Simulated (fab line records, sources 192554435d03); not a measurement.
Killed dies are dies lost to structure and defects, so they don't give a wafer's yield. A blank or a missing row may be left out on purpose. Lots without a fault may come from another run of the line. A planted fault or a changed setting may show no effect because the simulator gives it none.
Which tool did it? | flow n5_finfet | 24 lots, 72 wafers sampled, at 1 step of a route of 1938

WHAT THE GAUGES READ, wafer by wafer
N5_GATE_CUT_OVL_MEAS_14.
lot  | measured     | on         | GATE_CUT_OVL (nm)
L074 | day 4 12:25  | overlay-02 | 0.7 0.1 1.2
L075 | day 4 16:29  | overlay-02 | -0.8 -1.7 -0.6
L076 | day 4 23:18  | overlay-02 | -1.0 0.3 0.6
L077 | day 5 07:03  | overlay-02 | 0.7 1.5 0.3
L078 | day 5 10:11  | overlay-02 | -1.5 -0.1 -0.6
L079 | day 5 20:30  | overlay-01 | 0.8 1.2 1.2
L080 | day 5 22:57  | overlay-01 | 0.6 0.4 0.6
L081 | day 6 10:43  | overlay-01 | -0.7 1.3 -0.3
L082 | day 6 14:13  | overlay-01 | 0.1 2.0 0.6
L083 | day 6 17:21  | overlay-01 | 0.1 -0.5 0.2
L084 | day 7 05:56  | overlay-02 | 1.1 1.2 -0.2
L085 | day 7 09:05  | overlay-01 | 0.6 0.1 0.6
L086 | day 7 15:20  | overlay-01 | 1.1 -0.2 0.2
L087 | day 7 20:53  | overlay-01 | 1.8 0.8 0.3
L088 | day 7 23:17  | overlay-02 | 1.0 -0.1 0.2
L089 | day 8 05:14  | overlay-02 | -0.1 0.0 -1.1
L090 | day 8 11:26  | overlay-01 | -1.3 -0.1 -0.2
L091 | day 8 15:28  | overlay-01 | -1.7 -0.7 -0.8
L092 | day 9 02:24  | overlay-02 | 0.1 -1.1 -0.5
L093 | day 9 08:15  | overlay-01 | 0.1 -0.5 -0.6
L094 | day 9 12:56  | overlay-01 | 0.0 0.4 0.5
L095 | day 9 23:04  | overlay-02 | 0.2 -0.6 0.3
L097 | day 10 07:41 | overlay-01 | 0.5 -0.2 -1.1
L096 | day 10 08:21 | overlay-02 | 0.4 -0.2 -1.0

WHICH TOOL RAN EACH LOT (tool, then ch and the chambers of the sampled wafers, then the start)
The record holds no process step before these readings.

WHAT THE TOOLS THEMSELVES READ (means of the sampled wafers that have a number; where no wafer has one, the mark that the record gives instead)
The record holds no such reading with a usual standard deviation.

THE ANSWER, worked out from the rows above alone
Rule: what is usual is taken from the lots themselves. Put in order of their means at a reading, lots are off if they are a third of the lots or fewer, leave a main group of 4 or more, and stand apart from it by a gap of 3 or more times the standard deviation of the main group's means; of several such gaps the widest counts. A main group whose means are all the same, to the digits that the tables above print for the reading, isn't used. A lot without any number at a reading at which 4 lots or more have one is off too. The other lots that the step has rows for count as sound. The gauges are gone through in route order, then the tools' own readings, and for those a lot's mean is taken as printed above. The first step at which some lot is off is used, and at that step the reading that is off furthest; a lot without a number counts as furthest.
No lot is off at any reading shown: from this, nothing can be told.

WHAT THE SIMULATOR HAD PUT IN
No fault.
